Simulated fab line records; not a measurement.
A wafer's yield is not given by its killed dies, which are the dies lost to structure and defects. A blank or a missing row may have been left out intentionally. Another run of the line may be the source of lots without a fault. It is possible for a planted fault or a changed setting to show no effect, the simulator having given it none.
Struck lot and sound lot, side by side :: flow n5 finfet :: 16 steps out of a route of 1938
Sound: the wafers L825.1, L825.3, L825.5. Struck: wafers L828.1, L828.3, L828.4. Last of all comes the cause.
At each step with rows: each side's tool, then ch and its chambers, then its first start. Under that, the readings that differ: sound wafers :: struck wafers :: difference of the means :: sigmas: that difference in standard deviations of wafers without a fault.
alike: a reading whose means differ by less than 2 such deviations, as well as words and numbers matching on both sides. not compared: withheld readings; readings where some wafer has no value; bounds like >300 that might hide an equal value; numbers whose values overlap and for which the record gives no deviation.
A row with sigmas, a row that says differs or no value, or rows on one side alone: a step with any of these is where the two part. Numbers that don't overlap but have no deviation are shown without sigmas and don't part them. Lack of a reading on every wafer of one side parts them only where that side has two or more wafers.

first, 4 steps without rows for these wafers: N5_BEOL_M9_SOFTBAKE_06 (time 60 s); N5_BEOL_M9_EXPOSE_08 (exposes mask M9); N5_BEOL_M9_PEB_09 (peb time 60 s); N5_BEOL_M9_DEVELOP_10 (develop time 30 s).
N5_BEOL_M9_CD_MEAS_11 targets a cd of 64.1 nm.
  sound on cd sem-03 ch 0, day 13 18:50; struck on cd sem-02 ch 0, day 14 19:34
  alike: cd nm
N5_BEOL_M9_OVL_MEAS_12:
  sound on overlay-02 ch 0, day 13 18:52; struck on overlay-01 ch 0, day 14 19:35
  alike: M9_OVL
N5_BEOL_M9_INSPECT_13: inspects for defects (brightfield).
  sound on defect inspect-01 at day 13 18:53; struck on defect inspect-02 at day 14 19:37
  alike: raw defect count
N5_BEOL_M9_DESCUM_16: chemistry O2, time 7.9 s.
  sound on rie diel-04 ch 0,1,2, day 13 19:01; struck on rie diel-06 ch 1,2, day 14 19:39
reading: drypump motor current A (A)
sound: 6.1 6.5 5.6
struck: 4.8 5.1 5.1
difference: -1.1
sigmas: -2
  alike: bias power w, oes product au, rf vpp V, showerhead plenum p Torr, throttle valve pct
  not compared: rf hours counter h
N5_BEOL_M9_ETCH_61: etches SiARC in CF4, target depth 39 nm, time 65 s.
  sound on rie diel-04 ch 0,1,2, day 13 19:04; struck on rie diel-06 ch 1,2, day 14 19:41
reading: drypump motor current A (A)
sound: 6.1 6.5 5.6
struck: 4.8 5.1 5.2
difference: -1.0
sigmas: -2
  alike: etch rf on time s, oes product au, rf vpp V, showerhead plenum p Torr, throttle valve pct
  not compared: rf hours counter h
N5_BEOL_M9_ETCH_62: etches SOC in N2/H2, target depth 110 nm, overetch 22 nm, time 165 s.
  sound on rie diel-04 ch 0,1,2, day 13 19:07; struck on rie diel-06 ch 1,2, day 14 19:44
reading: drypump motor current A (A)
sound: 6.2 6.5 5.5
struck: 4.8 5.2 5.1
difference: -1.0
sigmas: -2
  alike: oes product au, rf vpp V, showerhead plenum p Torr, throttle valve pct
  not compared: rf hours counter h
then, 1 step without rows for these wafers: N5_BEOL_M9_STRIP_68 (strips in N2/H2).
N5_BEOL_M9_STRIP_67: strips in CF4.
  sound on rie diel-04 ch 0,1,2, day 13 19:15; struck on rie diel-06 ch 1,2, day 14 19:53
reading: drypump motor current A (A)
sound: 6.1 6.5 5.6
struck: 4.8 5.1 5.1
difference: -1.1
sigmas: -2
  alike: bias power w, oes product au, rf vpp V, showerhead plenum p Torr, throttle valve pct
  not compared: rf hours counter h
N5_BEOL_M9_HM_OPEN_17: chemistry Cl2/BCl3, target TiN, target depth 20 nm, overetch 6 nm.
  sound on rie metal-01 ch 0,1, day 13 19:18; struck on rie metal-02 ch 0,1, day 14 19:55
  no value came back on the struck wafers for any of 6 readings (bcl3 flow sccm (sccm), bias w (W) and others); on the sound wafers bcl3 flow sccm (sccm) reads 21.65 21.84 21.73
reading: model.SOC_of_BEOL_M9_COAT_59.thk nm (nm)
sound: 91.4 91.8 91.8
struck: 99.4 99.6 99.6
difference: +7.9
sigmas: 
  not compared: rf hours counter h
N5_BEOL_M9_STRIP_19: strips in O2.
  sound on rie diel-04 ch 1,3, day 13 19:25; struck on rie diel-06 ch 0,1,2, day 14 20:02
reading: drypump motor current A (A)
sound: 5.3 6.5 6.5
struck: 4.8 5.1 5.3
difference: -1.0
sigmas: -2
  alike: oes product au, rf vpp V, showerhead plenum p Torr, throttle valve pct
  not compared: rf hours counter h
N5_BEOL_M9_CD_MEAS_18: pitch 140 nm, target cd 70 nm.
  sound on cd sem-02 at day 13 19:29; struck on cd sem-03 at day 14 20:06
reading: cd nm (nm)
sound: 70.8 70.6 71.7
struck: - - -
difference: no value on the struck wafers
sigmas: 
then, 1 step without rows for these wafers: N5_BEOL_M9_COAT_63 (time 60 s, resist thk 60 nm).

## WHERE THEY PART
At N5_BEOL_M9_DESCUM_16 first; at N5_BEOL_M9_CD_MEAS_18 last (within this record only).

WHY: whatever the simulator had introduced
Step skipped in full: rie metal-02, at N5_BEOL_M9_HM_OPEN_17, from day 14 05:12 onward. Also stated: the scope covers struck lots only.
